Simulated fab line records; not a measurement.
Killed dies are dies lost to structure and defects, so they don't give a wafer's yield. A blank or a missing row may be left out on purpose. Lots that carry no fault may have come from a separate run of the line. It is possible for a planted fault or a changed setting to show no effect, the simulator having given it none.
Matching of chambers ; flow n5-finfet ; N5_BEOL_M0_SAQP_PECVD_03 on pecvd-01: 3 sister chambers
The step deposits SiCN from 3MS/NH3, target thk 12 nm, time 21.1 s. 6 wafers are shown with their chamber, then 8 later ones without.

## WAFERS WITH THEIR CHAMBER
wafer;chamber;throttle-valve-pct (%);showerhead-plenum-p-Torr (Torr)
L086.3;2;9.1;3.649
L086.5;2;8.7;3.635
L089.1;0;8.6;3.656
L089.2;1;10.2;3.676
L089.6;0;8.9;3.663
L090.1;1;10.2;3.669

## WAFERS WITHOUT THEIR CHAMBER
wafer;throttle-valve-pct (%);showerhead-plenum-p-Torr (Torr)
L090.2;8.7;3.658
L090.4;10.3;3.667
L093.1;8.8;3.646
L093.2;8.7;3.657
L093.5;10.3;3.671
L096.3;8.8;3.650
L096.5;8.9;3.660
L096.6;8.6;3.645

## WHICH CHAMBER EACH WENT THROUGH
wafer;from the rows above;in truth
L090.2;0;0
L090.4;1;1
L093.1;can't be placed: 2 or 0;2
L093.2;can't be placed: 0 or 2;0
L093.5;1;1
L096.3;can't be placed: 2 or 0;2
L096.5;can't be placed: 0 or 2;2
L096.6;can't be placed: 2 or 0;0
Correctly placed: 3 of 8. Cannot be placed on the basis of these rows: 5; the candidates contain the true chamber in 5. 0 placed wrongly.
How it was worked out, from the rows above alone: a wafer's distance from a chamber is the root of the sum, over the readings, of the square of ((its reading less the chamber's mean) divided by the reading's scatter). If the next closest chamber is less than 2 further off than the closest, the wafer can't be placed; otherwise it belongs to the closest. Each chamber's mean is taken over the wafers shown for it. The scatter: take each reading less its chamber's mean, square it, sum over the shown wafers, divide by the number of wafers less the number of chambers, and take the root.
